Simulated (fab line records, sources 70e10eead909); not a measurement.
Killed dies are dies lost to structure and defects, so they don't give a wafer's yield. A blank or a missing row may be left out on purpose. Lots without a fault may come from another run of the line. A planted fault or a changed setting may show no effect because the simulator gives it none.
Chamber matching | flow nand_harc | NHARC_A_CHANNEL_FILL_D1_STRIP_28 on rie_diel-07: 4 sister chambers
The step strips in O2, time 20 s. 4 wafers are shown with their chamber, then 10 later ones without.

WAFERS WITH THEIR CHAMBER
wafer  | chamber | drypump_motor_current_A (A)
L085.2 | 3       | 5.7
L085.6 | 2       | 5.4
L087.6 | 0       | 5.5
L089.2 | 1       | 6.1

WAFERS WITHOUT THEIR CHAMBER
wafer  | drypump_motor_current_A (A)
L089.5 | 6.2
L091.1 | 5.7
L091.3 | 5.5
L091.6 | 6.2
L093.1 | 6.2
L093.2 | 5.4
L093.6 | 5.4
L096.2 | 5.5
L096.3 | 5.4
L096.4 | 6.2

WHICH CHAMBER EACH WENT THROUGH
wafer  | from the rows above     | in truth
L089.5 | 1                       | 1
L091.1 | 3                       | 3
L091.3 | can't be placed: 0 or 2 | 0
L091.6 | 1                       | 1
L093.1 | 1                       | 1
L093.2 | can't be placed: 2 or 0 | 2
L093.6 | can't be placed: 2 or 0 | 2
L096.2 | can't be placed: 0 or 2 | 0
L096.3 | can't be placed: 2 or 0 | 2
L096.4 | 1                       | 1
Placed correctly: 5 of 10. Can't be placed from these rows: 5 (the true chamber is among the candidates in 5). Placed wrongly: 0.
How it was worked out, from the rows above alone: a wafer's distance from a chamber is the root of the sum, over the readings, of the square of ((its reading less the chamber's mean) divided by the reading's scatter). The wafer belongs to the nearest chamber; if the next one is less than 2 further off, it can't be placed. A chamber's mean is the mean of its shown wafers. The scatter: with one shown wafer a chamber, the root of the mean of the squares of how far each hidden wafer lies from its nearest shown one.
